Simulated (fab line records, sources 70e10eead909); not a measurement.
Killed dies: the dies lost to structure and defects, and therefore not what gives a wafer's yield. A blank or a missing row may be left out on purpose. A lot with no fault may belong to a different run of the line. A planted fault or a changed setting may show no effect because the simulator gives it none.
fab line records	flow nand-harc
record: lots: 5	wafers: 15	last-day: 23
route steps=1159 shown A_BLC@975 A_M0@994 END@1159
lots untouched by any fault: they come from a run of this same line in which no faults occurred
start-h: the number of hours between the record's first day and the start of the first shown wafer of the lot	wait-h: hours from the lot's prior step to this one	" identical to the entry in the row above	L1.1+2: a single row standing in for several wafers	- either no value or no given start	* or withheld: withheld	< > ~ a bound
route shown NAME@n: NAME is a module with steps in the file, n the number in the route of the first one	usual: mean/standard deviation of fault-free wafers	same: alike in all rows	chamber/n: place in a boat	sites: per-site readings	_std_site: the standard deviation of these	_edge_site: the outer-site mean with the inner-site mean subtracted	radius-mm: for every site, how far away it sits from the centre of the wafer	mask NAME#n: copy n	behind: the last tool/chamber to shape the wafer	hold: reason for holding the lot/hours on hold/outcome of the hold	device: transistor that didn't switch, given as n, p or np	end of line: tests of these same wafers at the route's end	step lacking rows: just its recipe	killed: not the wafer's yield, but the dies lost to structure and defects at the first sort	map: shows each die of a wafer: x if killed, . if not, _ if none is there
set.NAME: the setting the step ran with; set.NAME@STEP: the setting that earlier step ran with	model.NAME: the simulator's own value behind a step, which no gauge read
a table for each step, a row for each wafer; lots at some steps of the route
services: from which hour (start-h, from the record's first day; less than 0 if before it) a tool's chamber was out of use, for how many hours, and why
== steps ==
step: NHARC_A_BLC_OVL_MEAS_11
usual: overlay-x-nm: 0.2/1.1	overlay-y-nm: 0.3/0.87
lot.wafer	tool	chamber	start-h	wait-h	overlay-x-nm	overlay-y-nm
L210.1	overlay-01	-	453.94	-	-1.1	-0.5
L210.2	"	-	"	"	-1.6	-0.5
L210.3	"	-	"	"	-1.2	-0.7
L212.4	overlay-01	-	463.78	-	-0.1	0.6
L212.5	"	-	"	"	0.3	0.7
L212.6	"	-	"	"	0.2	0.5
L214.1	overlay-01	-	485.41	-	1.4	0.0
L214.2	"	-	"	"	1.5	-0.3
L214.4	"	-	"	"	1.5	0.3
L216.2	overlay-02	-	499.64	-	-0.5	0.4
L216.3	"	-	"	"	-0.2	0.4
L216.6	"	-	"	"	-0.3	-0.3
L217.2	overlay-01	-	507.48	-	1.7	-0.7
L217.5	"	-	"	"	1.4	-0.4
L217.6	"	-	"	"	0.7	-0.8
step: NHARC_A_BLC_INSPECT_12
usual: raw-defect-count: 28/13
lot.wafer	tool	chamber	start-h	wait-h	raw-defect-count
L210.1	defect-inspect-01	-	453.98	0.0	51
L210.2	"	-	"	"	32
L210.3	"	-	"	"	44
L212.4	defect-inspect-01	-	463.81	0.0	43
L212.5	"	-	"	"	49
L212.6	"	-	"	"	54
L214.1	defect-inspect-01	-	485.45	0.0	30
L214.2	"	-	"	"	18
L214.4	"	-	"	"	44
L216.2	defect-inspect-02	-	499.68	0.0	38
L216.3	"	-	"	"	24
L216.6	"	-	"	"	42
L217.2	defect-inspect-01	-	507.51	0.0	40
L217.5	"	-	"	"	40
L217.6	"	-	"	"	28
step: NHARC_A_BLC_DESCUM_15
recipe: time-s: 3	o2-flow-sccm: 200	ar-flow-sccm: 0	bias-power-w: 0	chemistry: O2
usual: drypump-motor-current-A: 5.8/0.42	mfc-ar-sccm: 0.0009/0.0026	oes-product-au: 1.000/0.0084	rf-vpp-V: 57.8/0.88	showerhead-plenum-p-Torr: 1.91/0.065	throttle-valve-pct: 11.311/0.0087
same: time-s: 3
lot.wafer	tool	chamber	start-h	wait-h	drypump-motor-current-A	mfc-ar-sccm	oes-product-au	rf-hours-counter-h	rf-vpp-V	showerhead-plenum-p-Torr	throttle-valve-pct
L210.1	rie-diel-04	2	454.10	0.1	5.6	0.0094	0.997	15	59.2	2.03	11.301
L210.3	"	3	"	"	6.2	0	1.001	15	59.7	1.99	11.320
L210.2	"	0	"	"	4.8	0	1.001	14	58.5	1.95	11.317
L212.4	rie-diel-07	0	463.90	0.1	5.3	0	1.007	16	57.9	1.94	11.317
L212.5	"	1	"	"	6.7	0	1.009	-	57.3	1.88	11.307
L212.6	"	2	"	"	6.1	0	1.004	-	56.6	1.85	11.307
L214.1	rie-diel-10	2	485.51	0.1	5.5	0	1.005	15	56.9	1.91	11.316
L214.4	"	3	"	"	6.0	0	1.005	14	58.9	1.83	11.318
L214.2	"	1	"	"	6.1	0	1.003	14	57.8	1.89	11.314
L216.3	rie-diel-07	1	499.74	0.1	6.7	0	1.006	25	57.3	1.88	11.302
L216.2	"	0	"	"	5.3	0	1.015	28	59.2	1.94	11.308
L216.6	"	2	"	"	6.1	0	0.998	-	58.7	1.85	11.313
L217.2	rie-diel-10	0	507.58	0.1	5.8	0	0.998	17	57.0	1.85	11.305
L217.5	"	3	"	"	6.0	0	0.992	-	58.7	1.83	11.312
L217.6	"	0	"	"	5.8	0	0.994	-	57.9	1.85	11.321
step: NHARC_A_BLC_ETCH_16
recipe: target-depth-a: 390	over-etch-frac: 0.3	time-s: 65	ion-energy-ev: 80	cf4-flow-sccm: 150	ar-flow-sccm: 0	rf-w: 300	bias-w: 100	chemistry: CF4
step: NHARC_A_BLC_ETCH_17
recipe: target-depth-a: 3900	over-etch-frac: 0.25	time-s: 609.38	ion-energy-ev: 200	n2-flow-sccm: 150	h2-flow-sccm: 150	ar-flow-sccm: 0	rf-w: 400	bias-w: 150	chemistry: N2/H2
step: NHARC_A_BLC_ETCH_18
recipe: target-depth-a: 9100	c4f8-flow-sccm: 20	o2-flow-sccm: 10	ar-flow-sccm: withheld	rf-w: 600	bias-w: 1500	chemistry: C4F8/O2/Ar
step: NHARC_A_BLC_CD_MEAS_19
usual: cd-nm: 100.3/2.4
lot.wafer	tool	chamber	start-h	wait-h	cd-nm
L210.1	cd-sem-02	-	455.06	-	99.3
L210.2	"	-	"	"	98.8
L210.3	"	-	"	"	105.3
L212.4	cd-sem-02	-	464.85	-	97.5
L212.5	"	-	"	"	95.8
L212.6	"	-	"	"	98.5
L214.1	cd-sem-03	-	486.48	-	97.9
L214.2	"	-	"	"	94.9
L214.4	"	-	"	"	100.5
L216.2	cd-sem-01	-	500.74	-	106.2
L216.3	"	-	"	"	102.0
L216.6	"	-	"	"	103.2
L217.2	cd-sem-02	-	508.54	-	102.2
L217.5	"	-	"	"	100.6
L217.6	"	-	"	"	101.0
step: NHARC_A_BLC_STRIP_29
recipe: cf4-flow-sccm: 150	ar-flow-sccm: 0	bias-w: 0	chemistry: CF4
usual: drypump-motor-current-A: 5.8/0.42	mfc-ar-sccm: 0.0010/0.0028	oes-product-au: 0.999/0.0093	rf-vpp-V: 59.5/0.79	showerhead-plenum-p-Torr: 1.78/0.058	throttle-valve-pct: 13.284/0.0083
lot.wafer	tool	chamber	start-h	wait-h	drypump-motor-current-A	mfc-ar-sccm	oes-product-au	rf-hours-counter-h	rf-vpp-V	showerhead-plenum-p-Torr	throttle-valve-pct
L210.2	rie-diel-04	3	455.14	0.1	6.2	0	0.994	15	60.4	1.84	13.288
L210.1	"	0	"	"	4.8	0	1.000	15	58.9	1.80	13.282
L210.3	"	2	"	"	5.6	0.0094	0.993	15	59.6	1.87	13.288
L212.4	rie-diel-04	1	464.95	0.1	6.0	0	1.026	16	61.4	1.85	13.289
L212.5	"	2	"	"	5.6	0.0094	1.003	-	60.7	1.87	13.283
L212.6	"	3	"	"	6.2	0	1.015	-	59.8	1.84	13.297
L214.1	rie-diel-04	0	486.56	0.1	4.8	0	0.989	1	59.7	1.80	13.281
L214.4	"	1	"	"	5.9	0	0.996	1	59.3	1.85	13.275
L214.2	"	3	"	"	6.2	0	0.998	1	58.7	1.84	13.270
L216.2	rie-diel-10	3	500.81	0.1	6.0	0	0.990	17	58.5	1.69	13.293
L216.3	"	0	"	"	5.8	0	1.003	17	59.3	1.71	13.276
L216.6	"	3	"	"	6.0	0	0.994	-	58.6	1.69	13.298
L217.2	rie-diel-04	2	508.61	0.1	5.6	0.0094	0.997	3	58.9	1.87	13.292
L217.6	"	2	"	"	5.6	0.0094	0.983	-	61.2	1.87	13.282
L217.5	"	3	"	"	6.2	0	1.007	-	59.2	1.84	13.271
step: NHARC_A_BLC_STRIP_21
recipe: o2-flow-sccm: 500	ar-flow-sccm: 0	bias-w: 0	chemistry: O2
step: NHARC_A_BLC_STRIP_22
recipe: time-s: 600	temp-c: 30	chemistry: post-etch-residue-remover
step: NHARC_A_BLC_DEGAS_30
recipe: temp-c: 300	time-s: 60
usual: heater-power-w: 471/44
same: time-s: 60
lot.wafer	tool	chamber	start-h	wait-h	heater-power-w
L210.2	pvd-sputter-03	-	455.70	-	514
L210.1	"	-	"	"	472
L210.3	"	-	"	"	529
L212.4	pvd-sputter-01	-	465.46	-	482
L212.5	"	-	"	"	423
L212.6	"	-	"	"	446
L214.1	pvd-sputter-03	-	487.08	-	453
L214.4	"	-	"	"	465
L214.2	"	-	"	"	532
L216.2	pvd-sputter-03	-	501.35	-	451
L216.3	"	-	"	"	509
L216.6	"	-	"	"	534
L217.2	pvd-sputter-03	-	509.14	-	463
L217.6	"	-	"	"	460
L217.5	"	-	"	"	538
step: NHARC_A_BLC_PRE_CLEAN_31
recipe: time-s: 15	bias-v: 250	gas: Ar
step: NHARC_A_BLC_PVD_32
recipe: target-thk-a: 50	chamber-pressure-pa: 5	power-w: 5000	substrate-temp-c: 200	time-s: 17.7	material: Ti
usual: throttle-valve-pct: 30.0/1.4
lot.wafer	tool	chamber	start-h	wait-h	throttle-valve-pct
L210.3	pvd-sputter-03	-	455.83	-	31.2
L210.2	"	-	"	"	30.0
L210.1	"	-	"	"	30.5
L212.4	pvd-sputter-01	-	465.57	-	29.0
L212.5	"	-	"	"	28.9
L212.6	"	-	"	"	30.2
L214.2	pvd-sputter-03	-	487.21	-	30.8
L214.1	"	-	"	"	30.6
L214.4	"	-	"	"	28.1
L216.2	pvd-sputter-03	-	501.47	-	29.8
L216.3	"	-	"	"	28.2
L216.6	"	-	"	"	30.9
L217.2	pvd-sputter-03	-	509.26	-	30.8
L217.5	"	-	"	"	30.9
L217.6	"	-	"	"	28.5
step: NHARC_A_BLC_ALD_23
recipe: target-thk-a: 30	pulse-time-s: 1	ald-cycles: 150	temp-c: 450	material: TiN
step: NHARC_A_BLC_CVD_24
recipe: target-thk-a: 1500	temp-c: 300	pressure-torr: 40	wf6-flow-sccm: 40	h2-flow-sccm: 1600	ar-flow-sccm: 1560	time-s: 434	material: W
usual: heater-power-w: 475/17	mfc-ar-sccm: 1560/4.5	throttle-valve-pct: 8.1/0.32
same: time-s: 434
lot.wafer	tool	chamber	start-h	wait-h	heater-power-w	mfc-ar-sccm	throttle-valve-pct
L210.2	cvd-w-02	0	-	-	463	1557	8.0
L210.1	"	1	"	"	506	1562	8.2
L210.3	"	1	"	"	499	1560	8.1
L212.4	cvd-w-01	1	-	-	476	1560	8.5
L212.5	"	1	"	"	453	1559	8.2
L212.6	"	0	"	"	470	1560	7.7
L214.1	cvd-w-01	1	-	-	473	1557	8.6
L214.2	"	0	"	"	483	1555	7.6
L214.4	"	0	"	"	471	1557	7.7
L216.2	cvd-w-01	1	-	-	475	1567	8.5
L216.3	"	1	"	"	474	1563	8.2
L216.6	"	0	"	"	460	1566	7.7
L217.2	cvd-w-01	0	-	-	475	1564	7.6
L217.6	"	1	"	"	481	1559	8.3
L217.5	"	0	"	"	462	1561	7.8
step: NHARC_A_BLC_CMP_25
recipe: t-overpolish-s: 30	target-thk-nm: 150
step: NHARC_A_BLC_SRD_27
step: NHARC_A_BLC_INSPECT_28
usual: raw-defect-count: 424/110
lot.wafer	tool	chamber	start-h	wait-h	raw-defect-count
L210.1	defect-inspect-02	-	458.03	0.1	430
L210.2	"	-	"	"	439
L210.3	"	-	"	"	339
L212.4	defect-inspect-01	-	469.31	0.1	441
L212.5	"	-	"	"	523
L212.6	"	-	"	"	756
L214.1	defect-inspect-02	-	493.17	0.1	367
L214.2	"	-	"	"	315
L214.4	"	-	"	"	447
L216.2	defect-inspect-02	-	508.40	0.1	768
L216.3	"	-	"	"	470
L216.6	"	-	"	"	491
L217.2	defect-inspect-01	-	513.65	0.1	535
L217.5	"	-	"	"	360
L217.6	"	-	"	"	481
step: NHARC_A_M0_DEP_00
recipe: target-thk-a: 1500	target-thk-nm: 150	temp-c: withheld	pressure-torr: 5	flow-sccm: 200	rf-w: 600	material: SiOC
step: NHARC_A_M0_DEHYDRATE_01
recipe: temp-c: 150	time-s: 120
step: NHARC_A_M0_HMDS_02
recipe: time-s: 30
step: NHARC_A_M0_COAT_33
recipe: temp-c: 200	time-s: 65
step: NHARC_A_M0_COAT_03
recipe: spin-rpm: 1500	resist-thk-nm: 90
step: NHARC_A_M0_SOFTBAKE_04
recipe: temp-c: 105	time-s: 55
step: NHARC_A_M0_EBR_05
step: NHARC_A_M0_EXPOSE_06
recipe: na: 1.35	target-cd-nm: 80	dose-mj: 83.25	mask-id: A_M0
step: NHARC_A_M0_PEB_07
recipe: peb-temp-c: 100	peb-time-s: 65
step: NHARC_A_M0_DEVELOP_08
recipe: develop-time-s: 35	dev-temp-c: 23
step: NHARC_A_M0_CD_MEAS_09
recipe: target-cd-nm: 80	landing-energy-ev: 500
usual: cd-nm: 80.0/0.72
lot.wafer	tool	chamber	start-h	wait-h	cd-nm
L210.1	cd-sem-03	0	458.81	-	79.4
L210.2	"	0	"	"	80.6
L210.3	"	0	"	"	81.2
L212.4	cd-sem-03	0	470.09	-	79.2
L212.5	"	0	"	"	80.0
L212.6	"	0	"	"	80.5
L214.1	cd-sem-01	0	494.21	-	80.5
L214.2	"	0	"	"	79.5
L214.4	"	0	"	"	79.6
L216.2	cd-sem-01	0	509.30	-	80.7
L216.3	"	0	"	"	80.0
L216.6	"	0	"	"	79.6
L217.2	cd-sem-03	0	514.74	-	80.8
L217.5	"	0	"	"	80.3
step: NHARC_A_M0_OVL_MEAS_10
recipe: pitch-nm: 160
usual: overlay-x-nm: 0.0/1	overlay-y-nm: -0.1/0.77
lot.wafer	tool	chamber	start-h	wait-h	overlay-x-nm	overlay-y-nm
L210.1	overlay-01	-	458.90	-	-0.4	0.5
L210.2	"	-	"	"	0.0	0.4
L210.3	"	-	"	"	-0.4	0.5
L212.4	overlay-02	-	470.18	-	-0.2	0.6
L212.5	"	-	"	"	0.3	0.3
L212.6	"	-	"	"	0.0	0.4
L214.1	overlay-02	-	494.30	-	-0.7	-0.8
L214.2	"	-	"	"	-0.2	-0.7
L214.4	"	-	"	"	-0.1	-0.6
L216.2	overlay-01	-	509.38	-	0.0	-0.5
L216.3	"	-	"	"	-0.4	-0.7
L216.6	"	-	"	"	0.1	-0.1
L217.2	overlay-02	-	514.83	-	0.5	-1.0
L217.5	"	-	"	"	0.4	-0.7
step: NHARC_A_M0_INSPECT_11
usual: raw-defect-count: 29/13
lot.wafer	tool	chamber	start-h	wait-h	raw-defect-count
L210.1	defect-inspect-02	-	458.93	0.0	51
L210.2	"	-	"	"	34
L210.3	"	-	"	"	42
L212.4	defect-inspect-01	-	470.21	0.0	44
L212.5	"	-	"	"	51
L212.6	"	-	"	"	57
L214.1	defect-inspect-01	-	494.34	0.0	29
L214.2	"	-	"	"	19
L214.4	"	-	"	"	38
L216.2	defect-inspect-01	-	509.42	0.0	39
L216.3	"	-	"	"	24
L216.6	"	-	"	"	43
L217.2	defect-inspect-02	-	514.86	0.0	42
L217.5	"	-	"	"	41
step: NHARC_A_M0_DESCUM_14
recipe: time-s: 3	o2-flow-sccm: 200	ar-flow-sccm: 0	bias-power-w: 0	chemistry: O2
step: NHARC_A_M0_ETCH_34
recipe: target-depth-a: 400	overetch-a: 120	time-s: 43.94	ion-energy-ev: 200	n2-flow-sccm: 150	h2-flow-sccm: 150	ar-flow-sccm: 0	rf-w: 400	bias-w: 150	chemistry: N2/H2
step: NHARC_A_M0_ETCH_15
recipe: target-depth-a: 1500	overetch-a: 150	time-s: 82.5	c4f8-flow-sccm: withheld	ar-flow-sccm: 400	rf-w: 600	bias-w: 300	chemistry: C4F8/Ar
step: NHARC_A_M0_CD_MEAS_16
usual: cd-nm: 80.0/0.8
lot.wafer	tool	chamber	start-h	wait-h	cd-nm
L210.1	cd-sem-01	-	459.30	-	79.5
L210.2	"	-	"	"	80.2
L210.3	"	-	"	"	80.6
L212.4	cd-sem-02	-	471.06	-	78.8
L212.5	"	-	"	"	80.1
L212.6	"	-	"	"	80.8
L214.1	cd-sem-01	-	494.74	-	79.7
L214.2	"	-	"	"	79.8
L214.4	"	-	"	"	79.4
L216.2	cd-sem-01	-	509.79	-	81.1
L216.3	"	-	"	"	80.5
L216.6	"	-	"	"	79.6
L217.2	cd-sem-02	-	515.23	-	81.0
L217.5	"	-	"	"	80.2
step: NHARC_A_M0_STRIP_18
recipe: power-w: 1000	n2-flow-sccm: 150	h2-flow-sccm: 150	ar-flow-sccm: 0	bias-w: 0	chemistry: N2/H2
step: NHARC_A_M0_STRIP_19
recipe: time-s: 600	temp-c: 30	chemistry: post-etch-residue-remover
step: NHARC_A_M0_DEGAS_28
recipe: temp-c: 250	time-s: 60
step: NHARC_A_M0_PRE_CLEAN_29
recipe: time-s: 30	temp-c: 280	gas: H2/He
step: NHARC_A_M0_PVD_20
recipe: target-thk-a: 50	bias-v: 168.6	power-w: 15000	chamber-pressure-pa: 0.12	time-s: 8.06	substrate-temp-c: 50	material: TaN
step: NHARC_A_M0_PVD_21
recipe: target-thk-a: 300	chamber-pressure-pa: 5	power-w: 5000	substrate-temp-c: 30	time-s: 20.49	material: Cu
usual: throttle-valve-pct: 29.8/1.5
same: time-s: 20.49
lot.wafer	tool	chamber	start-h	wait-h	throttle-valve-pct
L210.3	pvd-sputter-01	-	-	-	32.3
L210.1	"	-	"	"	27.1
L210.2	"	-	"	"	29.3
L212.4	pvd-sputter-01	-	-	-	32.5
L212.6	"	-	"	"	30.3
L212.5	"	-	"	"	32.0
L214.2	pvd-sputter-03	-	-	-	31.0
L214.4	"	-	"	"	28.3
L214.1	"	-	"	"	29.5
L216.2	pvd-sputter-01	-	-	-	27.0
L216.3	"	-	"	"	30.2
L216.6	"	-	"	"	32.1
L217.2	pvd-sputter-03	-	-	-	30.7
L217.5	"	-	"	"	28.3
step: NHARC_END_SORT_01
recipe: temp-c: 25
usual: killed-at-array: 26/10	killed-at-other: 0.5/0.87	killed-at-periphery: 3.0/2.5	killed-dies: 29/11	killed-open: 3.3/1.9	killed-short: 1.8/1.5
same: gross-dies: 677
lot.wafer	tool	chamber	start-h	wait-h	killed-at-array	killed-at-other	killed-at-periphery	killed-dies	killed-open	killed-short
L214.1	prober-02	0	534.24	2.5	31	1	5	37	3	3
L217.6	prober-01	0	561.89	4.0	673	1	3	677	6	2
killed by level:class
L214.1 A_CHANNEL_HOLE_D1:chamber-film-flake=21 A_STAIRCASE:chamber-film-flake=3 A_CHANNEL_FILL_D1:geometric-particle:short=2 P_STI:chamber-film-flake=2 A_CONTACT:chamber-film-flake=2 P_GATE:geometric-particle:open=1 P_M0:geometric-particle:open=1 A_CHANNEL_FILL_D1:geometric-particle:open=1
L217.6 A_BLC:area-pvd=647 A_CHANNEL_HOLE_D1:chamber-film-flake=16 A_CONTACT:chamber-film-flake=4 P_GATE:geometric-particle:open=1 P_M0:geometric-particle:short=1 A_SOURCE_PLATE:geometric-particle:open=1 A_STAIRCASE:chamber-film-flake=1 A_WL_FILL:geometric-particle:open=1
map L217.6 (x killed, . not)
____________x____________
_________xxxxxxx_________
_______xxxxxxxxxxx_______
______xxxxxxxxxxxxx______
_____xxxxxxxxxxxxxxx_____
____xxxxxxxxxxxxxxxxx____
____xxxxxxxxxxxxxxxxx____
___xxxxxxxxxxxxxxxxxxx___
___xxxxxxxxxxxxxxxxxxx___
__xxxxxxxxxxxxxxxxxxxxx__
__xxxxxxxxxxxxxxxxxxxxx__
_xxxxxxxxxxxxxxxxxxxxxxx_
_xxxxxxxxxxxxxxxxxxxxxxx_
_xxxxxxxxxxxxxxxxxxxxxxx_
_xxxxxxxxxxxxxxxxxxxxxxx_
_xxxxxxxxxxxxxxxxxxxxxxx_
xxxxxxxxxxxxxxxxxxxxxxxxx
xxxxxxxxxxxxxxxxxxxxxxxxx
xxxxxxxxxxxxxxxxxxxxxxxxx
xxxxxxxxxxxxxxxxxxxxxxxxx
xxxxxxxxxxxxxxxxxxxxxxxxx
_xxxxxxxxxxxxxxxxxxxxxxx_
_xxxxxxxxxxxxxxxxxxxxxxx_
_xxxxxxxxxxxxxxxxxxxxxxx_
_xxxxxxxxxxxxxxxxxxxxxxx_
_xxxxxxxxxxxxxxxxxxxxxxx_
__xxxxxxxxxxxxxxxxxxxxx__
__xxxxxxxxxxxxxxxxxxxxx__
___xxxxxxxxxxxxxxxxxxx___
___xxxxxxxxxxxxxxxxxxx___
____xxxxxxxxxxxxxxxxx____
____xxxxxxxxxxxxxxxxx____
_____xxxxxxxxxxxxxxx_____
______xxxxxxxxxxxxx______
_______xxxxxxxxxxx_______
_________xxxxxxx_________
____________x____________
map L214.4 (x killed, . not)
____________.____________
_________......._________
_______..........._______
______.............______
_____..............._____
____.................____
____x................____
___...............xx..___
___..................x___
__.....................__
__.....................__
_...............x....x.._
_........x..x..........._
_......................._
_......................._
_....x.................._
.........................
............x............
.................x...x...
.........................
.................x.......
_.x..........x.x.......x_
_...........xxx........._
_x...........xx.x......._
_............x.xx......._
_.............xxxx......_
__............x.x......__
__.............x..xx.x.__
___..........xxxx.....___
___...................___
____.................____
____.................____
_____..............._____
______.............______
_______..........._______
_________......._________
____________.____________
== services ==
tool	chamber	start-h	hours	kind
rie-diel-10	1	434.23	1.6	repair
rie-diel-07	3	437.54	1.3	repair
rie-diel-04	0	445.20	-	clean
rie-diel-04	1	445.20	-	clean
rie-diel-04	2	445.20	-	clean
rie-diel-04	3	445.20	-	clean
pvd-sputter-03	-	458.00	10.0	pm
cvd-w-02	1	463.82	11.1	repair
rie-diel-04	-	465.99	9.0	pm
rie-diel-04	0	465.99	9.0	vent-cycle
rie-diel-04	1	465.99	9.0	vent-cycle
rie-diel-04	2	465.99	9.0	vent-cycle
rie-diel-04	3	465.99	9.0	vent-cycle
rie-diel-04	0	474.99	-	clean
rie-diel-04	1	474.99	-	clean
rie-diel-04	2	474.99	-	clean
rie-diel-04	3	474.99	-	clean
cvd-w-01	-	479.25	13.0	pm
rie-diel-07	2	485.03	5.6	repair
rie-diel-04	0	488.83	14.5	repair
rie-diel-04	1	499.49	-	clean
rie-diel-04	2	499.49	-	clean
cvd-w-01	-	500.42	1.0	repair
rie-diel-04	3	513.05	4.0	repair
== key ==
first-sign: step: NHARC_END_SORT_01	reading: killed-at-array	direction: up	sigmas: 65	usual: 26	struck: 673
effect: step: NHARC_END_SORT_01	reading: killed-dies	direction: up	sigmas: 61	usual: 29	struck: 677
more-kills-born-at: NHARC_A_BLC_PVD_32@pvd-sputter-03: 647
met-at NHARC_A_BLC_PVD_32
struck-wafers L217.6
later-rows-left-out L217.6
tester-left-out L217
onset-between 501.47 509.26
fault: kind: process-parameter-drift	tool: pvd-sputter-03	chamber: -	onset-h: 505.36	steps: NHARC_A_BLC_PVD_32	channel: target-thk-a	offset: *	shape: step	end-h: 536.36	acts-in: *	stated: *	scope: struck-wafers-only
tester-left-out: of these lots the tester's yield and bins aren't shown, on N5 and GAA mostly nor the transistor test; their killed dies are dies lost to structure and defects alone, not to doping, threshold or leakage, so they don't give the yield
later-rows-left-out: the simulator's readings of these wafers behind a module that went badly wrong aren't trusted and aren't shown, but for the sort
